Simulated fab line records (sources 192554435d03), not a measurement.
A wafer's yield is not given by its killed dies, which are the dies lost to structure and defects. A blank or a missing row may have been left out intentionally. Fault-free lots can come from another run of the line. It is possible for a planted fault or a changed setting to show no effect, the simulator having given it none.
What tool caused it? -- flow n5 finfet -- 15 lots with 42 wafers sampled at 4 steps, on a route of 1938 steps

## WHAT THE GAUGES SHOWED, per wafer
N5_BEOL_M14_OVL_MEAS_11.
lot,measured,on,V13_OVL (nm)
L512,day 11 08:58,overlay-02,-4 -6 -8
L511,day 11 15:13,overlay-02,-3 -11 -9
L514,day 11 15:27,overlay-02,-
L515,day 11 21:44,overlay-02,- - -
L516,day 12 04:48,overlay-02,- - -
L513,day 12 05:13,overlay-02,-8 -4 -3
L522,day 14 04:07,overlay-01,1 4 -4
L523,day 14 12:58,overlay-01,-1 6 7
L526,day 14 18:19,overlay-02,-6 -3 0
L527,day 15 03:17,overlay-02,-4 -13 -8
L528,day 15 07:07,overlay-01,0 -2 1
L530,day 15 11:37,overlay-02,-4 5
L529,day 15 20:53,overlay-01,-1 -1 -2
L532,day 16 04:46,overlay-02,-8 -4 -12
L531,day 16 05:26,overlay-01,-8 -7 1

## WHAT TOOL EACH LOT RAN ON (gives the tool, then ch and the chambers of the sampled wafers, and finally the start)
lot,N5_BEOL_M13_SPUTTER_44,N5_BEOL_M13_ANNEAL_48,N5_BEOL_M14_PEB_08
L512,"pvd sputter-02, day 11 06:59","rtp anneal-02 ch 0, day 11 07:20","litho track-03 ch 0, day 11 08:49"
L511,"pvd sputter-03, day 11 13:33","rtp anneal-01 ch 0, day 11 13:58","litho track-01 ch 0, day 11 15:05"
L514,"pvd sputter-02, day 11 13:38","rtp anneal-02 ch 0, day 11 14:14","litho track-04, day 11 15:19"
L515,"pvd sputter-01, day 11 20:04","rtp anneal-01 ch 0, day 11 20:28","litho track-03, day 11 21:35"
L516,"pvd sputter-03, day 12 03:05","rtp anneal-01 ch 0, day 12 03:29","litho track-01, day 12 04:39"
L513,"pvd sputter-01, day 12 03:25","rtp anneal-01 ch 0, day 12 03:47","litho track-01 ch 0, day 12 05:04"
L522,"pvd sputter-01, day 14 02:13","rtp anneal-02 ch 0, day 14 02:43","litho track-03 ch 0, day 14 03:58"
L523,"pvd sputter-02, day 14 11:18","rtp anneal-01 ch 0, day 14 11:40","litho track-04 ch 0, day 14 12:50"
L526,"pvd sputter-01, day 14 16:30","rtp anneal-01 ch 0, day 14 17:00","litho track-04 ch 0, day 14 18:10"
L527,"pvd sputter-02, day 15 00:32","rtp anneal-02 ch 0, day 15 01:44","litho track-01 ch 0, day 15 03:08"
L528,"pvd sputter-02, day 15 05:17","rtp anneal-02 ch 0, day 15 05:40","litho track-03 ch 0, day 15 06:58"
L530,"pvd sputter-02, day 15 09:56","rtp anneal-02 ch 0, day 15 10:23","litho track-03 ch 0, day 15 11:28"
L529,"pvd sputter-01, day 15 18:52","rtp anneal-01 ch 0, day 15 19:25","litho track-01 ch 0, day 15 20:44"
L532,"pvd sputter-01, day 16 03:06","rtp anneal-01 ch 0, day 16 03:31","litho track-01 ch 0, day 16 04:38"
L531,"pvd sputter-02, day 16 03:38","rtp anneal-01 ch 0, day 16 04:00","litho track-04 ch 0, day 16 05:17"
- N5_BEOL_M13_SPUTTER_44: material Ta, target thk 10 nm, time 16.13 s.
- N5_BEOL_M13_ANNEAL_48: time 90 s.
- N5_BEOL_M14_PEB_08: peb time 90 s.

## WHAT THE TOOLS THEMSELVES READ (means of the sampled wafers that have a number; where no wafer has one, the mark that the record gives instead)
N5_BEOL_M13_SPUTTER_44.
lot,tool,chamber pressure pa (Pa),throttle valve pct (%)
L512,pvd sputter-02,0.06996,30.4
L511,pvd sputter-03,0.06982,30.1
L514,pvd sputter-02,0.06999,31.7
L515,pvd sputter-01,0.07009,29.1
L516,pvd sputter-03,0.07013,30.9
L513,pvd sputter-01,0.07009,29.7
L522,pvd sputter-01,0.06987,29.0
L523,pvd sputter-02,0.06999,29.8
L526,pvd sputter-01,0.07004,30.1
L527,pvd sputter-02,0.06979,29.8
L528,pvd sputter-02,0.06981,28.5
L530,pvd sputter-02,0.07007,29.1
L529,pvd sputter-01,0.07002,29.1
L532,pvd sputter-01,0.07004,29.5
L531,pvd sputter-02,0.06991,31.2

N5_BEOL_M13_ANNEAL_48.
lot,tool,wafer_temp_C_max
L512,rtp anneal-02,226.24
L511,rtp anneal-01,225.70
L514,rtp anneal-02,225.88
L515,rtp anneal-01,225.55
L516,rtp anneal-01,225.53
L513,rtp anneal-01,225.38
L522,rtp anneal-02,225.89
L523,rtp anneal-01,225.75
L526,rtp anneal-01,225.30
L527,rtp anneal-02,226.00
L528,rtp anneal-02,225.81
L530,rtp anneal-02,225.92
L529,rtp anneal-01,225.67
L532,rtp anneal-01,225.38
L531,rtp anneal-01,225.44

N5_BEOL_M14_PEB_08.
lot,tool,chill plate temp C (C),exhaust pa (Pa)
L512,litho track-03,23.13,44.4
L511,litho track-01,22.93,44.9
L514,litho track-04,-,-
L515,litho track-03,-,-
L516,litho track-01,-,-
L513,litho track-01,23.00,44.9
L522,litho track-03,22.83,45.4
L523,litho track-04,23.03,45.1
L526,litho track-04,22.92,47.0
L527,litho track-01,22.94,44.2
L528,litho track-03,22.92,45.6
L530,litho track-03,22.88,44.0
L529,litho track-01,23.05,45.7
L532,litho track-01,23.11,45.5
L531,litho track-04,22.98,44.4

## THE ANSWER, worked out from the rows above alone
Rule: the lots themselves supply what counts as usual. The widest of any qualifying gaps counts: lots, ordered by their means at a reading, are off when they make up no more than a third of the lots, leave a main group of 4 or more, and stand apart from it by 3 or more times the standard deviation of that group's means. The tables above print the reading to a certain number of digits; a main group whose means all agree to those digits is not used. Also off: a lot with no number at a reading for which 4 or more lots have one. The other lots that the step has rows for count as sound. First the gauges in route order, then the tools' own readings, where a lot's mean is used as printed above. At the first step where some lot is off, the reading lying furthest off is the one used; lots without a number count as furthest.
Off: L514, L515, L516, seen at N5_BEOL_M14_OVL_MEAS_11 (V13_OVL). Without a number there: L514, L515, L516. The main group: mean -3 nm, standard deviation 3.8.
A tool fits if, at a process step before that reading, it ran every lot that is off, and no sound lot after the first of them. The gauges at N5_BEOL_M14_OVL_MEAS_11 aren't tried: what is off there is off at N5_BEOL_M14_PEB_08 too, on other tools, and a gauge's error can't cause that. Not one of the candidates tried fits.

## WHAT WAS PUT IN BY THE SIMULATOR
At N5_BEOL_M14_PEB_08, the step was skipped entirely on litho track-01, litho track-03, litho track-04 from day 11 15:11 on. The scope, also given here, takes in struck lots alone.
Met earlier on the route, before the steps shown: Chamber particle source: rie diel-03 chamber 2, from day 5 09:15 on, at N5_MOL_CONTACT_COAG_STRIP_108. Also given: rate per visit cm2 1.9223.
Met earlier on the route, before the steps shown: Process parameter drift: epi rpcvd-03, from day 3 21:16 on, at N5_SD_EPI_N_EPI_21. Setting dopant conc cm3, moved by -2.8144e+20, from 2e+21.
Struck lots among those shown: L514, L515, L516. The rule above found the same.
